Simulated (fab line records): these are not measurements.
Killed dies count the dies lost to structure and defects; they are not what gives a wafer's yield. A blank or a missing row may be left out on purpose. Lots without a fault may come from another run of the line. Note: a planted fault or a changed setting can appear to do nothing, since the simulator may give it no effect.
Comparing a struck lot with a sound one || flow nand-harc || 39 steps out of a route of 1302
Sound: wafers L241.3, L241.5, L241.6. Struck: wafer L249.4. (L249.2, L249.3 of the same lot were not struck and are left out.) The cause comes at the end.
Each step with rows lists, per side, the tool, then ch with its chambers, then its first start. Under that, the readings that differ: sound wafers || struck wafers || difference of the means || sigmas: that difference in standard deviations of wafers without a fault.
alike: readings with means less than 2 such deviations apart, plus words and numbers identical on both sides. not compared: withheld readings, readings lacking a value on some wafer, bounds such as >300 that could conceal the same value, and numbers that have no deviation in the record and whose values overlap.
Wherever a step has rows on one side only, a row that says differs or no value, or a row with sigmas, the two part there. Numbers that don't overlap but have no deviation are shown without sigmas and don't part them. A reading that every wafer of one side lacks parts them only if that side has two wafers or more.

first, 12 steps without rows for these wafers: NHARC_A_CONTACT_ETCH_113 (etches the open film in C4F8/O2/Ar, time 190 s, target depth 1850 nm); NHARC_A_CONTACT_ETCH_114 (etches the open film in C4F8/O2/Ar, time 190 s, target depth 1850 nm); NHARC_A_CONTACT_ETCH_115 (etches the open film in C4F8/O2/Ar, time 190 s, target depth 1850 nm); NHARC_A_CONTACT_ETCH_116 (etches the open film in C4F8/O2/Ar, time 190 s, target depth 1850 nm); NHARC_A_CONTACT_ETCH_117 (etches the open film in C4F8/O2/Ar, time 190 s, target depth 1850 nm); NHARC_A_CONTACT_ETCH_118 (etches the open film in C4F8/O2/Ar, time 190 s, target depth 1850 nm); NHARC_A_CONTACT_ETCH_119 (etches the open film in C4F8/O2/Ar, time 190 s, target depth 1850 nm); NHARC_A_CONTACT_ETCH_120 (etches the open film in C4F8/O2/Ar, time 190 s, target depth 1850 nm); NHARC_A_CONTACT_ETCH_121 (etches the open film in C4F8/O2/Ar, time 190 s, target depth 1850 nm); NHARC_A_CONTACT_ETCH_122 (etches the open film in C4F8/O2/Ar, time 190 s, target depth 1850 nm); NHARC_A_CONTACT_ETCH_123 (etches the open film in C4F8/O2/Ar, time 490 s, target depth 2110 nm); NHARC_A_CONTACT_ETCH_90 (etches the open film in CH3F/O2, target depth 40 nm, time 85.7 s).
NHARC_A_CONTACT_ETCH_96: etches the open film in C4F6/O2, target depth 20 nm, time 10 s.
  sound on rie-diel-01 ch 0,2,3, day 24 05:19; struck on rie-diel-01 ch 3, day 28 11:19
{"reading": "c4f6-flow-sccm (sccm)", "sound": "24.97 25.11 25.02", "struck": 24.85, "difference": -0.18, "sigmas": -2}
  alike: drypump-motor-current-A, oes-product-au, rf-fwd-power-W, rf-vpp-V, showerhead-plenum-p-Torr, throttle-valve-pct
  not compared: rf-hours-counter-h
then, 25 steps without rows for these wafers: NHARC_A_CONTACT_STRIP_99 (strips in N2/H2); NHARC_A_CONTACT_STRIP_100 (strips in CF4/CHF3); NHARC_A_CONTACT_STRIP_101 (strips in O2/COS); NHARC_A_CONTACT_ETCH_102 (etches the open film in CF4/O2, target depth 100 nm, overetch 10 nm, time 55 s); NHARC_A_CONTACT_STRIP_55 (strips in O2); NHARC_A_CONTACT_STRIP_56 (strips in post etch residue remover, time 600 s); NHARC_A_CONTACT_DEP_57 (deposits aC, target thk 5300 nm); NHARC_A_CONTACT_DEP_58 (deposits SiON, target thk 90 nm); NHARC_A_CONTACT_DEHYDRATE_59 (time 120 s); NHARC_A_CONTACT_HMDS_60 (time 30 s); NHARC_A_CONTACT_COAT_61 (time 75 s); NHARC_A_CONTACT_COAT_62 (time 65 s); NHARC_A_CONTACT_COAT_63 (resist thk 90 nm); NHARC_A_CONTACT_SOFTBAKE_64 (time 55 s); NHARC_A_CONTACT_EBR_65; NHARC_A_CONTACT_EXPOSE_66 (exposes mask A CC 2); NHARC_A_CONTACT_PEB_67 (peb time 65 s); NHARC_A_CONTACT_DEVELOP_68 (develop time 35 s); NHARC_A_CONTACT_DESCUM_74 (chemistry O2, time 3 s); NHARC_A_CONTACT_ETCH_75 (etches the open film in CF4, target depth 39 nm, time 65 s); NHARC_A_CONTACT_ETCH_76 (etches the open film in N2/H2, target depth 260 nm, time 475.3 s); NHARC_A_CONTACT_ETCH_77 (etches the open film in CF4/CHF3, target depth 108.9 nm, time 54.5 s); NHARC_A_CONTACT_ETCH_78 (etches the open film in O2/COS, target depth 5300 nm, time 1378 s); NHARC_A_CONTACT_ETCH_124 (etches the open film in C4F8/O2/Ar, time 140 s, target depth 700 nm); NHARC_A_CONTACT_ETCH_125 (etches the open film in C4F8/O2/Ar, time 197 s, target depth 1918 nm).
-- record jumps: 3 days between struck wafers' starts before vs after; left off in module A_CONTACT, resumes in module END, first step shown is number 1302 of the route --
NHARC_END_SORT_01:
  at this point the record logs the struck wafers (prober-01 ch 0, day 31 04:09) and has no rows for the sound ones

WHERE THEY PART
At NHARC_A_CONTACT_ETCH_96 first; at NHARC_END_SORT_01 last (within this record only).

WHY: the cause the simulator had injected
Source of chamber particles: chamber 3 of rie-diel-01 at NHARC_A_CONTACT_ETCH_96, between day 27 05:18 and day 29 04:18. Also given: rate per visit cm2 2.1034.
